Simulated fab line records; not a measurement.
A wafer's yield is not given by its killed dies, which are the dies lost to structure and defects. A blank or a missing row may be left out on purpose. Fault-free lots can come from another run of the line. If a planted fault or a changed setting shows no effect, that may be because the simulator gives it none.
Split-lot study ; flow n5-finfet ; 21 wafers read across 7 lots, on a route 1938 steps long

THE SPLIT
At N5_GATE_CUT_COAT_27 (time 60 s, resist thk 10 nm), the setting spin-rpm was moved away from the recipe's 1500 rpm on 3 of the 21 wafers read, by -10.0% to -2.9%. For the rest of the wafers, this setting stayed at what the recipe calls for.

FROM THE SPLIT TO THE READING: what the file shows between them, 3 steps
- N5_GATE_CUT_COAT_07: resist thk 30 nm
- N5_GATE_CUT_EBR_09
- N5_GATE_CUT_DESCUM_18: chemistry O2, time 7 s

THE READING
etch.depth-nm (the simulator's own value, which no gauge read), in nm, at N5_GATE_CUT_ETCH_28 (etches underlayer in N2/H2, target depth 13 nm, time 10.4 s). No usual value for it is given in the file. Here, 18 wafers ran the recipe; their average is 10.008 nm with a standard deviation of 0.033 nm.

wafer;tool, chamber at the split;spin-rpm as run, rpm;against the recipe;etch.depth-nm, nm;against lot-mates on the recipe
L074.1;litho-track-01, 0;1500;recipe;10.04;-
L074.3;litho-track-01, 0;1457;-2.9%;10.19;+0.150
L074.5;litho-track-01, 0;1457;-2.9%;10.18;+0.140
L075.3;litho-track-04, 0;1500;recipe;9.979;-
L075.4;litho-track-04, 0;1500;recipe;9.993;-
L075.5;litho-track-04, 0;1500;recipe;9.973;-
L082.2;litho-track-01, 0;1500;recipe;10.06;-
L082.3;litho-track-01, 0;1500;recipe;10.02;-
L082.4;litho-track-01, 0;1500;recipe;10.02;-
L087.1;litho-track-05, 0;1500;recipe;10.02;-
L087.4;litho-track-05, 0;1500;recipe;10;-
L087.5;litho-track-05, 0;1500;recipe;9.991;-
L090.2;litho-track-01, 0;1500;recipe;9.996;-
L090.3;litho-track-01, 0;1500;recipe;9.974;-
L090.4;litho-track-01, 0;1350;-10.0%;10.56;+0.575
L094.3;litho-track-01, 0;1500;recipe;9.964;-
L094.4;litho-track-01, 0;1500;recipe;9.982;-
L094.5;litho-track-01, 0;1500;recipe;9.969;-
L097.1;litho-track-01, 0;1500;recipe;10.03;-
L097.2;litho-track-01, 0;1500;recipe;10.06;-
L097.4;litho-track-01, 0;1500;recipe;10.07;-

FIT RESULTS
A straight line over all 21 wafers: etch.depth-nm changes by -0.056 nm for each +1% of spin-rpm; r = -0.97; the points scatter about the line by 0.032 nm.
The same after taking each lot's own level away (the mean of its wafers on the recipe; 21 wafers): -0.0567 nm for each +1%; r = -0.99; scatter 0.014 nm.
That fit puts the effect of the largest move of spin-rpm on the reading at 0.57 nm.
Measured against the standard deviation above, the lots' own levels, which go from 9.9717 to 10.0533 nm, span 2.5 times it.
So the lot-to-lot level changes the slope little: the two slopes agree.
Check: for one of the wafers moved furthest among these (-10.0%), held out of the fit, the line's prediction against its lot-mates is +0.506 nm. It came out at +0.575 nm against them.

THESE WAFERS: OTHER SPLITS
Before the reading, these wafers also passed through other splits. Each is held against what the fit with the lots' levels taken away leaves over:
other split on the same wafers;wafers away from the commonest value;r with etch.depth-nm (lot level and that fit taken away)
N5_SD_EPI_P_EXPOSE_06 dose-mj;8;+0.28
N5_SDB_ALD_29 ald-cycles;6;-0.42

FILE'S OWN FIT
etch.depth-nm changes by -0.057 nm for each +1% of spin-rpm, r = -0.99.
